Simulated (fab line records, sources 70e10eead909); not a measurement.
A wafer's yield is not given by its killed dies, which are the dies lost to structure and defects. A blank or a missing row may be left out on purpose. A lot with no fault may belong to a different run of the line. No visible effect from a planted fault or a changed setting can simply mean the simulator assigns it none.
A lot that was struck, set against a sound lot :: flow nand_harc :: 15 steps out of a route of 1302
Sound: the wafers L547.2, L547.3, L547.4. Struck: wafers L551.2, L551.4, L551.6. The cause is given at the end.
Order at every step that has rows: each side's tool, ch and its chambers, its first start. Under that, the readings that differ: sound wafers :: struck wafers :: difference of the means :: sigmas: that difference in standard deviations of wafers without a fault.
alike: words and numbers the same on both sides, and readings whose means are apart by under 2 such deviations; not compared: readings that were withheld, readings missing a value for some wafer, numbers with overlapping values and no deviation given by the record, and bounds like >300 which may hide the same value.
The two part at a step that has a row with sigmas, a row that says differs or no value, or rows on one side only. Non-overlapping numbers with no deviation appear without sigmas and do not part them. Lack of a reading on every wafer of one side parts them only where that side has two or more wafers.

first, 4 steps without rows for these wafers: NHARC_P_CONTACT_EBR_08; NHARC_P_CONTACT_EXPOSE_09 (exposes mask P CA, target cd 90 nm); NHARC_P_CONTACT_PEB_10 (peb time 65 s); NHARC_P_CONTACT_DEVELOP_11 (develop time 35 s).
NHARC_P_CONTACT_CD_MEAS_12: the cd target is 90 nm.
  sound on cd_sem-03 ch 0, day 11 08:34; struck on cd_sem-03 ch 0, day 12 21:02
  alike: cd_nm
NHARC_P_CONTACT_OVL_MEAS_13:
  sound on overlay-02, day 11 08:38; struck on overlay-02, day 12 21:07
  alike: overlay_x_nm, overlay_y_nm
NHARC_P_CONTACT_INSPECT_14:
  sound on defect_inspect-02, day 11 08:41; struck on defect_inspect-02, day 12 21:09
reading: raw_defect_count
sound: 2 4 4
struck: 7 12 10
difference: +6
sigmas: +2
NHARC_P_CONTACT_DESCUM_17: chemistry O2, time 3 s.
  sound on rie_diel-02 ch 1,2,3, day 11 08:44; struck on rie_diel-04 ch 0,2,3, day 12 21:13
  alike: drypump_motor_current_A, oes_product_au, rf_vpp_V, showerhead_plenum_p_Torr, throttle_valve_pct
  not compared: rf_hours_counter_h
NHARC_P_CONTACT_ETCH_35: etches the open film in CF4, target depth 39 nm, time 65 s.
  sound on rie_diel-02 ch 0,2,3, day 11 08:50; struck on rie_diel-04 ch 0,2, day 12 21:19
  alike: bias_w, cf4_flow_sccm, drypump_motor_current_A, oes_product_au, rf_vpp_V, showerhead_plenum_p_Torr, throttle_valve_pct
  not compared: rf_hours_counter_h
NHARC_P_CONTACT_ETCH_36: etches the open film in N2/H2, target depth 260 nm, time 406.25 s.
  sound on rie_diel-02 ch 0,1,3; struck on rie_diel-04 ch 0,2,3
  alike: bias_w, chamber_pressure_mTorr, drypump_motor_current_A, oes_product_au, rf_vpp_V, showerhead_plenum_p_Torr, throttle_valve_pct
  not compared: rf_hours_counter_h
NHARC_P_CONTACT_ETCH_18: etches the open film in C4F8/O2/Ar, target depth 481 nm, time 240.5 s.
  sound on rie_diel-02 ch 0,1,3; struck on rie_diel-04 ch 0,2
reading: oes_product_au (a.u.)
sound: 0.948 0.974 0.975
struck: 0.912 0.924 0.925
difference: -0.045
sigmas: -2
  alike: bias_w, chamber_pressure_mTorr, rf_vpp_V
  not compared: rf_hours_counter_h
then, 1 step without rows for these wafers: NHARC_P_CONTACT_STRIP_37 (strips in C4F8/O2/Ar).
NHARC_P_CONTACT_ETCH_31: etches the open film in CH3F/O2, target depth 30 nm, time 85.7 s.
  sound on rie_diel-02 ch 1,2,3, day 11 09:29; struck on rie_diel-04 ch 0,2,3, day 12 22:07
  no value came back on the struck wafers for any of 9 readings (bias_w (W), ch3f_flow_sccm (sccm) and others); on the sound wafers bias_w (W) reads 100.33 100.41 99.86
NHARC_P_CONTACT_CD_MEAS_19:
  sound on cd_sem-01, day 11 09:37; struck on cd_sem-01, day 12 22:14
  alike: cd_nm
-- the record jumps here: 18 days lie between the struck wafers' starts before and after (it left off in module P_CONTACT and takes up again in module END, whose first step shown is number 1302 of the route) --
NHARC_END_SORT_01:
  at this point the record logs the struck wafers (prober-01 ch 0, day 30 19:02) and has no rows for the sound ones

== WHERE THEY PART ==
Last at NHARC_END_SORT_01 as far as this record goes, first at NHARC_P_CONTACT_INSPECT_14.

WHY: what the simulator had put in
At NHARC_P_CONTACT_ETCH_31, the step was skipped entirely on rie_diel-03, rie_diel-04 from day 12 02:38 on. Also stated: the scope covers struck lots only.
